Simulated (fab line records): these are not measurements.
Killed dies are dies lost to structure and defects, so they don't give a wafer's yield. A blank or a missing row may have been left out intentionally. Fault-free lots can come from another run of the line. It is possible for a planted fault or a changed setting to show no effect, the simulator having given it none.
fab line records	flow n5Finfet	part 1 of 2: steps 1 to 23 of 31
record lots=5	wafers=15	lastDay=16
route steps=1938 shown SD_EPI_N@277 SD_EPI_P@295
lots untouched by any fault: they come from a run of this same line in which no faults occurred
startH: start of the lot's first displayed wafer, in hours after the record's first day	waitH: hours from the lot's prior step to this one	" as in the row above	L1.1+2: a single row standing in for several wafers	- no value present, or no start provided	* or withheld: withheld	< > ~ a bound
route shown NAME@n: names a module that has steps shown in the file, with the first one's number in the route	usual: mean/standard deviation taken from wafers without a fault	same: alike in all rows	chamber/n: place in a boat	sites: the reading at each site	_std_site: standard deviation across them	_edge_site: the outer-site mean with the inner-site mean subtracted	radiusMm: how far each site lies from the wafer's centre	mask NAME#n: copy n	behind: the tool/chamber that last shaped the wafer	hold: the reason the lot was held/the length of the hold in hours/how it ended	device: names the non-switching transistor (n, p or np)	end of line: at the end of the route, the tests of the same wafers	for a step that has no rows: nothing shown but its recipe	killed: not the wafer's yield, but the dies lost to structure and defects at the first sort	map: a wafer's dies, x killed, . not, _ none there
set.NAME: the run value of the setting; set.NAME@STEP: its run value at that earlier step	model.NAME: the simulator's own value behind a step, which no gauge read
lots seen at some steps along the route; tables by step, rows by wafer
services: from which hour (startH, from the record's first day; less than 0 if before it) a tool's chamber was out of use, for how many hours, and why
## steps
# step N5_SD_EPI_N_ETCHBACK_44
# recipe chemistry=CH3F/O2	mode=anisotropicEtchback	target=SiNx	targetDepthA=145	stopOn=SiO2	overEtchFrac=0.3	ionEnergyEv=120	pressureMtorr=30	sourceW=395	biasW=73	Ar_flow_sccm=150	CH3F_flow_sccm=30	O2_flow_sccm=20
# usual biasW=72.98/0.2	drypumpMotorCurrentA=5.58/0.29	oesProductAu=0.68/0.072	rfVppV=296/8.8	showerheadPlenumPTorr=1.98/0.059	throttleValvePct=16.34/0.23
lot.wafer	tool	chamber	startH	waitH	biasW	drypumpMotorCurrentA	oesProductAu	rfHoursCounterH	rfVppV	showerheadPlenumPTorr	throttleValvePct
L078.2	rieDiel-02	1	73.00	0.0	72.81	5.19	0.68	92	309	1.96	16.80
L078.3	"	2	"	"	72.92	5.72	0.64	172	292	1.97	16.40
L078.4	"	3	"	"	73.00	5.74	0.60	-	303	1.97	16.59
L081.1	rieDiel-03	1	91.53	0.0	72.87	5.22	0.71	81	304	1.93	16.12
L081.5	"	0	"	"	72.95	5.12	0.61	-	302	2.07	16.26
L081.6	"	3	"	"	73.09	5.85	0.66	-	291	1.99	16.17
L084.2	rieDiel-02	2	113.95	0.0	72.88	5.65	0.62	186	293	1.96	16.42
L084.4	"	3	"	"	72.98	5.74	0.59	-	303	1.97	16.61
L084.5	"	2	"	"	72.69	5.65	0.63	-	290	1.96	16.43
L093.1	rieDiel-06	2	162.98	0.0	72.96	5.53	0.73	73	291	2.03	16.25
L093.2	"	3	"	"	73.32	5.91	0.60	214	287	1.90	16.60
L093.4	"	0	"	"	73.33	6.01	0.75	33	298	1.93	16.02
L094.1	rieDiel-06	3	168.30	0.0	73.02	5.91	0.60	216	285	1.89	16.61
L094.3	"	0	"	"	72.85	6.08	0.75	35	297	1.93	15.99
L094.5	"	0	"	"	72.84	6.06	0.75	-	299	1.93	16.02
# step N5_SD_EPI_N_ETCH_45
# recipe chemistry=CH3F/O2	target=SiOCN	targetDepthA=60	maskMaterial=SOC	ionEnergyEv=60	biasW=29	pressureMtorr=15	sourceW=410	Ar_flow_sccm=150	CH3F_flow_sccm=30	O2_flow_sccm=20
# usual biasW=28.99/0.086	drypumpMotorCurrentA=5.57/0.3	oesProductAu=0.79/0.087	rfVppV=127.2/0.89	showerheadPlenumPTorr=1.98/0.059	throttleValvePct=23.33/0.28
lot.wafer	tool	chamber	startH	waitH	biasW	drypumpMotorCurrentA	oesProductAu	rfHoursCounterH	rfVppV	showerheadPlenumPTorr	throttleValvePct
L078.2	rieDiel-02	1	73.10	0.1	29.04	5.21	0.80	92	127.0	1.95	24.03
L078.3	"	2	"	"	29.00	5.69	0.74	172	127.6	1.96	23.39
L078.4	"	3	"	"	28.95	5.75	0.70	-	127.2	1.97	23.60
L081.1	rieDiel-03	1	91.63	0.1	28.85	5.23	0.84	81	127.3	1.92	23.02
L081.5	"	0	"	"	28.87	5.06	0.72	-	127.1	2.06	23.16
L081.6	"	3	"	"	29.12	5.90	0.77	-	126.9	1.98	23.06
L084.2	rieDiel-02	2	114.05	0.1	28.98	5.72	0.73	186	126.3	1.96	23.42
L084.4	"	3	"	"	29.11	5.73	0.70	-	128.6	1.96	23.64
L084.5	"	2	"	"	29.05	5.72	0.73	-	127.5	1.96	23.41
L093.1	rieDiel-06	2	163.08	0.1	28.96	5.52	0.86	73	127.0	2.02	23.39
L093.2	"	3	"	"	29.00	5.92	0.70	214	126.7	1.89	23.51
L093.4	"	0	"	"	28.78	5.98	0.86	33	126.6	1.93	22.93
L094.1	rieDiel-06	3	168.40	0.1	29.21	5.92	0.69	216	125.1	1.89	23.54
L094.3	"	0	"	"	28.76	6.03	0.86	35	127.5	1.93	22.92
L094.5	"	0	"	"	28.87	6.03	0.86	-	127.0	1.93	22.93
# step N5_SD_EPI_N_ETCH_16
# recipe chemistry=CHF3/O2	target=SiO2	targetDepthA=50	maskMaterial=SOC	pressureMtorr=30	sourceW=650	biasW=170	Ar_flow_sccm=200	CHF3_flow_sccm=50	O2_flow_sccm=5	ionEnergyEv=200
# usual biasW=169.9/0.48	drypumpMotorCurrentA=5.58/0.3	oesProductAu=0.79/0.087	rfVppV=522/16	showerheadPlenumPTorr=2.39/0.07	throttleValvePct=18.88/0.23
lot.wafer	tool	chamber	startH	waitH	biasW	drypumpMotorCurrentA	oesProductAu	rfHoursCounterH	rfVppV	showerheadPlenumPTorr	throttleValvePct
L078.2	rieDiel-02	1	73.20	0.1	169.2	5.23	0.80	92	543	2.36	19.40
L078.3	"	2	"	"	169.8	5.66	0.74	172	513	2.37	18.90
L078.4	"	3	"	"	169.9	5.76	0.70	-	537	2.38	19.16
L081.1	rieDiel-03	1	91.73	0.1	169.8	5.22	0.83	81	538	2.33	18.66
L081.5	"	0	"	"	169.6	5.07	0.72	-	532	2.49	18.80
L081.6	"	3	"	"	170.0	5.89	0.76	-	512	2.40	18.70
L084.2	rieDiel-02	2	114.15	0.1	169.5	5.64	0.73	186	512	2.37	18.94
L084.4	"	3	"	"	169.8	5.77	0.68	-	537	2.38	19.20
L084.5	"	2	"	"	169.7	5.67	0.73	-	512	2.37	18.94
L093.1	rieDiel-06	2	163.18	0.1	170.1	5.56	0.85	73	510	2.44	18.82
L093.2	"	3	"	"	170.3	5.93	0.70	214	502	2.28	19.04
L093.4	"	0	"	"	169.8	6.03	0.86	33	526	2.34	18.58
L094.1	rieDiel-06	3	168.50	0.1	169.6	5.94	0.71	216	501	2.28	19.06
L094.3	"	0	"	"	169.7	6.01	0.86	35	524	2.33	18.58
L094.5	"	0	"	"	169.6	6.03	0.87	-	524	2.34	18.57
# step N5_SD_EPI_N_STRIP_47
# recipe chemistry=CHF3/O2	resist=SiARC	rfFrequencyHz=6e+07
lot.wafer	tool	chamber	startH	waitH
L078.2+3+4	rieDiel-02	1,2,3	73.24	0.0
L081.1+5+6	rieDiel-03	1,0,3	91.77	0.0
L084.2+4+5	rieDiel-02	2,3,2	114.19	0.0
L093.1+2+4	rieDiel-06	2,3,0	163.22	0.0
L094.1+3+5	rieDiel-06	3,0,0	168.54	0.0
# step N5_SD_EPI_N_SD_RECESS_17
# recipe chemistry=HBr/Cl2/O2	targetDepthA=410	maskMaterial=SOC	timeS=23.7	btTimeS=3	pressureMtorr=10	icpW=800	biasW=112	HBr_flow_sccm=150	Cl2_flow_sccm=80	O2_flow_sccm=12
# usual HBr_flow_sccm=150.0/0.46	biasW=112.0/0.32	drypumpMotorCurrentA=5.9/0.59	oesProductAu=0.996/0.013	throttleValvePct=37.1/0.42
lot.wafer	tool	chamber	startH	waitH	HBr_flow_sccm	biasW	drypumpMotorCurrentA	oesProductAu	rfHoursCounterH	throttleValvePct
L078.2	rieSi-04	1	73.27	0.0	150.0	111.7	5.1	1.006	136	37.0
L078.3	"	0	"	"	149.9	112.3	6.5	0.996	83	36.5
L078.4	"	3	"	"	150.1	112.3	5.7	1.017	189	37.3
L081.1	rieSi-03	3	91.80	0.0	150.1	111.9	5.4	0.987	45	36.8
L081.5	"	2	"	"	150.1	112.1	5.3	0.997	-	36.9
L081.6	"	3	"	"	149.9	111.9	5.4	0.987	-	36.8
L084.2	rieSi-04	0	114.22	0.0	150.2	111.9	6.5	1.007	84	36.5
L084.4	"	3	"	"	149.3	112.4	5.7	1.014	190	37.3
L084.5	"	3	"	"	150.4	112.2	5.7	1.014	-	37.3
L093.1	rieSi-02	3	163.26	0.0	150.3	111.7	6.2	0.987	124	37.1
L093.2	"	1	"	"	150.1	112.1	5.7	0.998	7	36.6
L093.4	"	2	"	"	150.2	112.4	6.6	1.004	165	37.4
L094.1	rieSi-02	0	168.57	0.0	150.4	111.7	4.9	0.966	122	37.0
L094.3	"	2	"	"	149.7	112.4	6.6	0.987	165	37.4
L094.5	"	0	"	"	150.9	111.5	4.9	0.975	-	37.1
# step N5_SD_EPI_N_STRIP_38
# recipe chemistry=N2/H2	powerW=1000	tempC=250	h2Frac=0.65	overashFraction=0.3	pressureMtorr=withheld	n2FlowSccm=1750	h2FlowSccm=3250
# usual drypumpMotorCurrentA=5.4/0.62	heaterPowerW=310/7.6	oesProductAu=0.762/0.011
lot.wafer	tool	chamber	startH	waitH	drypumpMotorCurrentA	heaterPowerW	oesProductAu	rfHoursCounterH
L078.2	plasmaAsher-01	1	73.37	0.1	4.8	315	0.764	36
L078.3	"	0	"	"	5.9	308	0.741	-
L078.4	"	1	"	"	4.8	308	0.772	-
L081.1	plasmaAsher-01	0	91.89	0.1	5.9	305	0.762	39
L081.5	"	0	"	"	5.9	312	0.771	-
L081.6	"	1	"	"	4.8	315	0.763	-
L084.2	plasmaAsher-02	1	114.32	0.1	6.2	308	0.774	97
L084.4	"	1	"	"	6.2	314	0.750	-
L084.5	"	0	"	"	4.8	301	0.768	-
L093.1	plasmaAsher-01	0	163.35	0.1	5.9	312	0.782	58
L093.2	"	1	"	"	4.7	311	0.745	58
L093.4	"	0	"	"	5.9	310	0.764	-
L094.1	plasmaAsher-02	1	168.67	0.1	6.2	308	0.748	103
L094.3	"	1	"	"	6.2	307	0.750	-
L094.5	"	1	"	"	6.2	305	0.749	-
# step N5_SD_EPI_N_WET_ETCH_43
# recipe chemistry=dHF	dilution=withheld	timeS=14	target=SiO2	targetDepthA=15	tempC=25
lot.wafer	tool	chamber	startH	waitH
L078.2+3+4	wetBench-05	0,1,2	73.46	-
L081.1+5+6	wetBench-02	1,4,3	91.99	-
L084.2+4+5	wetBench-05	3,1,4	114.41	-
L093.1+2+4	wetBench-01	7,4,0	163.47	-
L094.1+3+5	wetBench-01	5,4,3	168.75	-
# step N5_SD_EPI_N_STRIP_18
# recipe chemistry=SPM	timeS=750	tempC=130	h2so4H2o2VolRatio=4
lot.wafer	tool	chamber	startH	waitH
L078.2+3+4	wetBench-05	0,1,2	73.46	0.0
L081.1+5+6	wetBench-02	1,4,3	92.00	0.0
L084.2+4+5	wetBench-05	3,1,4	114.41	0.0
L093.1+2+4	wetBench-01	7,4,0	163.47	0.0
L094.1+3+5	wetBench-01	5,4,3	168.76	0.0
# step N5_SD_EPI_N_SRD_20
# recipe dry=ipaMarangoni	doPpb=5	timeS=30	tempC=23	rinseLiquid=diw
lot.wafer	tool	chamber	startH	waitH
L078.2+3+4	wetBench-05	0,1,2	73.67	0.0
L081.1+5+6	wetBench-02	1,4,3	92.22	0.0
L084.2+4+5	wetBench-05	3,1,4	114.64	0.0
L093.1+2+4	wetBench-01	7,4,0	163.70	0.0
L094.1+3+5	wetBench-01	5,4,3	168.99	0.0
# step N5_SD_EPI_N_PRECLEAN_48
# recipe chemistry=NF3:NH3	afsCycles=2	tempC=30	timeS=20	sublimationTempC=180	sublimationTimeS=60	pressureTorr=3	rfPowerW=30
lot.wafer	tool	chamber	startH	waitH
L078.2+3+4	epiRpcvd-03	0	73.78	0.1
L081.1+5+6	epiRpcvd-04	0	92.27	0.0
L084.2+4+5	epiRpcvd-04	0	114.75	0.1
L093.1+2+4	epiRpcvd-04	0	163.75	0.0
L094.1+3+5	epiRpcvd-04	0	169.04	0.0
# step N5_SD_EPI_N_VAPOR_ETCH_50
# recipe chemistry=HCl	target=Si	tempC=775	timeS=54	pressureTorr=20	mode=isotropic
# usual throttleValvePct=12.1/0.47
lot.wafer	tool	chamber	startH	waitH	throttleValvePct
L078.2	epiRpcvd-03	0	74.11	0.3	12.9
L078.3	"	0	"	"	12.4
L078.4	"	0	"	"	12.5
L081.1	epiRpcvd-04	0	92.63	0.3	12.0
L081.5	"	0	"	"	11.7
L081.6	"	0	"	"	11.5
L084.2	epiRpcvd-04	0	115.08	0.3	11.6
L084.4	"	0	"	"	11.8
L084.5	"	0	"	"	11.5
L093.1	epiRpcvd-04	0	164.11	0.3	11.8
L093.2	"	0	"	"	11.7
L093.4	"	0	"	"	11.7
L094.1	epiRpcvd-04	0	169.40	0.3	11.5
L094.3	"	0	"	"	11.5
L094.5	"	0	"	"	11.8
# step N5_SD_EPI_N_EPI_21
# recipe material=Si:P	dopant=P	tempC=680	pressureTorr=255	timeS=690
lot.wafer	tool	chamber	startH	waitH
L078.2+3+4	epiRpcvd-03	0	74.54	0.4
L081.1+5+6	epiRpcvd-04	0	92.81	0.1
L084.2+4+5	epiRpcvd-04	0	115.51	0.4
L093.1+2+4	epiRpcvd-04	0	164.29	0.1
L094.1+3+5	epiRpcvd-04	0	169.58	0.1
# step N5_SD_EPI_N_EPI_MEAS_23
# recipe mode=xrd
# usual thkNm=59.1/1.1
lot.wafer	tool	chamber	startH	waitH	thkNm
L078.2	filmMetro-02	-	75.98	1.2	59.5
L078.3	"	-	"	"	58.5
L078.4	"	-	"	"	58.7
L081.1	filmMetro-01	-	94.53	1.4	58.9
L081.5	"	-	"	"	59.6
L081.6	"	-	"	"	60.4
L084.2	filmMetro-02	-	116.95	1.2	58.6
L084.4	"	-	"	"	59.2
L084.5	"	-	"	"	60.0
L093.1	filmMetro-02	-	166.01	1.4	58.7
L093.2	"	-	"	"	56.8
L093.4	"	-	"	"	59.3
L094.1	filmMetro-02	-	171.29	1.4	59.6
L094.3	"	-	"	"	58.7
L094.5	"	-	"	"	59.5
# step N5_SD_EPI_N_PRECLEAN_24
# recipe chemistry=O3/DIW	timeS=60	tempC=22	o3Ppm=10
lot.wafer	tool	chamber	startH	waitH
L078.2+3+4	wetBench-02	2,6,1	76.01	0.0
L081.1+5+6	wetBench-05	0,2,4	94.57	0.0
L084.2+4+5	wetBench-05	5,1,2	116.99	0.0
L093.1+2+4	wetBench-01	6,7,0	166.04	0.0
L094.1+3+5	wetBench-02	4,3,2	171.33	0.0
# step N5_SD_EPI_N_SRD_25
# recipe timeS=30	tempC=23	rinseLiquid=diw	dry=ipaMarangoni
lot.wafer	tool	chamber	startH	waitH
L078.2+3+4	wetBench-02	2,6,1	76.04	0.0
L081.1+5+6	wetBench-05	0,2,4	94.59	0.0
L084.2+4+5	wetBench-05	5,1,2	117.01	0.0
L093.1+2+4	wetBench-01	6,7,0	166.07	0.0
L094.1+3+5	wetBench-02	4,3,2	171.35	0.0
# step N5_SD_EPI_N_PRECLEAN_49
# recipe chemistry=NF3:NH3	afsCycles=1	tempC=30	timeS=20	sublimationTempC=180	sublimationTimeS=60	pressureTorr=3	rfPowerW=30
# usual rfPowerW=30.00/0.093
lot.wafer	tool	chamber	startH	waitH	rfPowerW
L078.2	remotePlasma-02	1	76.14	0.1	30.00
L078.3	"	1	"	"	29.88
L078.4	"	1	"	"	29.93
L081.1	remotePlasma-02	0	94.64	0.0	29.89
L081.5	"	0	"	"	30.05
L081.6	"	0	"	"	29.92
L084.2	remotePlasma-02	0	117.09	0.1	30.18
L084.4	"	0	"	"	30.09
L084.5	"	0	"	"	29.99
L093.1	remotePlasma-02	1	166.11	0.0	29.91
L093.2	"	1	"	"	29.96
L093.4	"	1	"	"	30.02
L094.1	remotePlasma-01	0	171.40	0.0	30.14
L094.3	"	0	"	"	30.04
L094.5	"	0	"	"	29.95
# step N5_SD_EPI_N_LINER_46
# recipe material=SiNx	targetThkA=30	tempC=400	aldPrecursorFamily=SiH2I2	aldCoReactant=N2/H2-plasma	pressureTorr=2
# usual heaterPowerW=857/98
lot.wafer	tool	chamber	startH	waitH	heaterPowerW
L078.2	aldSin-03	2	76.46	0.3	822
L078.3	"	0	"	"	848
L078.4	"	3	"	"	898
L081.1	aldSin-03	3	95.31	0.6	899
L081.5	"	3	"	"	905
L081.6	"	0	"	"	852
L084.2	aldSin-02	1	117.43	0.3	721
L084.4	"	3	"	"	1097
L084.5	"	3	"	"	1106
L093.1	aldSin-04	3	166.42	0.3	815
L093.2	"	0	"	"	815
L093.4	"	2	"	"	878
L094.1	aldSin-04	1	171.60	0.2	827
L094.3	"	0	"	"	785
L094.5	"	2	"	"	859
# step N5_SD_EPI_N_INSPECT_26
# recipe inspectInstrument=darkfield	mode=postEpi
# usual rawDefectCount=224/42
lot.wafer	tool	chamber	startH	waitH	rawDefectCount
L078.2	defectInspect-01	-	76.72	0.1	221
L078.3	"	-	"	"	198
L078.4	"	-	"	"	143
L081.1	defectInspect-01	-	95.56	0.1	187
L081.5	"	-	"	"	279
L081.6	"	-	"	"	190
L084.2	defectInspect-01	-	117.68	0.1	211
L084.4	"	-	"	"	169
L084.5	"	-	"	"	236
L093.1	defectInspect-02	-	166.67	0.1	155
L093.2	"	-	"	"	176
L093.4	"	-	"	"	205
L094.1	defectInspect-02	-	171.85	0.1	182
L094.3	"	-	"	"	195
L094.5	"	-	"	"	216
# step N5_SD_EPI_P_COAT_34
# recipe resist=SOC	tempC=250	timeS=60	spinRpm=1500	resistThkNm=350
# usual exhaustPa=45.2/0.82
lot.wafer	tool	chamber	startH	waitH	exhaustPa
L078.2	lithoTrack-05	0	76.75	0.0	45.7
L078.3	"	0	"	"	44.4
L078.4	"	0	"	"	45.8
L081.1	lithoTrack-04	0	95.60	0.0	44.5
L081.5	"	0	"	"	45.8
L081.6	"	0	"	"	45.6
L084.2	lithoTrack-05	0	117.71	0.0	45.1
L084.4	"	0	"	"	45.0
L084.5	"	0	"	"	45.4
L093.1	lithoTrack-03	0	166.70	0.0	45.4
L093.2	"	0	"	"	45.8
L093.4	"	0	"	"	46.6
L094.1	lithoTrack-05	0	171.88	0.0	45.8
L094.3	"	0	"	"	45.1
L094.5	"	0	"	"	43.9
# step N5_SD_EPI_P_COAT_35
# recipe resist=SiARC	tempC=220	timeS=60	spinRpm=1500	resistThkNm=35
# usual exhaustPa=45.1/1
lot.wafer	tool	chamber	startH	waitH	exhaustPa
L078.2	lithoTrack-05	0	-	-	43.8
L078.3	"	0	"	"	44.4
L078.4	"	0	"	"	44.5
L081.1	lithoTrack-04	0	-	-	45.2
L081.5	"	0	"	"	45.0
L081.6	"	0	"	"	44.4
L084.2	lithoTrack-05	0	-	-	47.2
L084.4	"	0	"	"	47.1
L084.5	"	0	"	"	46.9
L093.1	lithoTrack-03	0	-	-	45.1
L093.2	"	0	"	"	45.5
L093.4	"	0	"	"	44.7
L094.1	lithoTrack-05	0	-	-	44.8
L094.3	"	0	"	"	45.5
L094.5	"	0	"	"	46.3
# step N5_SD_EPI_P_COAT_03
# recipe resist=CAR-ArF-block	spinRpm=1500	resistThkNm=150
# usual exhaustPa=45.1/0.78
lot.wafer	tool	chamber	startH	waitH	exhaustPa
L078.2	lithoTrack-05	0	-	-	45.9
L078.3	"	0	"	"	45.3
L078.4	"	0	"	"	44.5
L081.1	lithoTrack-04	0	-	-	44.9
L081.5	"	0	"	"	44.4
L081.6	"	0	"	"	44.7
L084.2	lithoTrack-05	0	-	-	44.9
L084.4	"	0	"	"	45.1
L084.5	"	0	"	"	44.8
L093.1	lithoTrack-03	0	-	-	43.6
L093.2	"	0	"	"	44.6
L093.4	"	0	"	"	45.3
L094.1	lithoTrack-05	0	-	-	45.0
L094.3	"	0	"	"	44.7
L094.5	"	0	"	"	45.5
# step N5_SD_EPI_P_EBR_05
# recipe solvent=PGMEA	ebrWidthMm=1.5
# usual exhaustPa=44.9/0.86
lot.wafer	tool	chamber	startH	waitH	exhaustPa
L078.2	lithoTrack-05	0	-	-	45.2
L078.3	"	0	"	"	46.5
L078.4	"	0	"	"	44.8
L081.1	lithoTrack-04	0	-	-	44.8
L081.5	"	0	"	"	44.1
L081.6	"	0	"	"	44.9
L084.2	lithoTrack-05	0	-	-	44.2
L084.4	"	0	"	"	44.5
L084.5	"	0	"	"	43.9
L093.1	lithoTrack-03	0	-	-	45.0
L093.2	"	0	"	"	45.5
L093.4	"	0	"	"	44.1
L094.1	lithoTrack-05	0	-	-	45.3
L094.3	"	0	"	"	45.2
L094.5	"	0	"	"	44.0
# step N5_SD_EPI_P_SOFTBAKE_04
# recipe tempC=110	timeS=60	resist=CAR-ArF-block
# usual exhaustPa=44.9/0.96
lot.wafer	tool	chamber	startH	waitH	exhaustPa
L078.2	lithoTrack-05	0	-	-	43.8
L078.3	"	0	"	"	46.3
L078.4	"	0	"	"	46.1
L081.1	lithoTrack-04	0	-	-	45.5
L081.5	"	0	"	"	45.4
L081.6	"	0	"	"	44.8
L084.2	lithoTrack-05	0	-	-	46.0
L084.4	"	0	"	"	46.2
L084.5	"	0	"	"	46.3
L093.1	lithoTrack-03	0	-	-	43.5
L093.2	"	0	"	"	43.5
L093.4	"	0	"	"	44.5
L094.1	lithoTrack-05	0	-	-	45.5
L094.3	"	0	"	"	46.2
L094.5	"	0	"	"	45.0
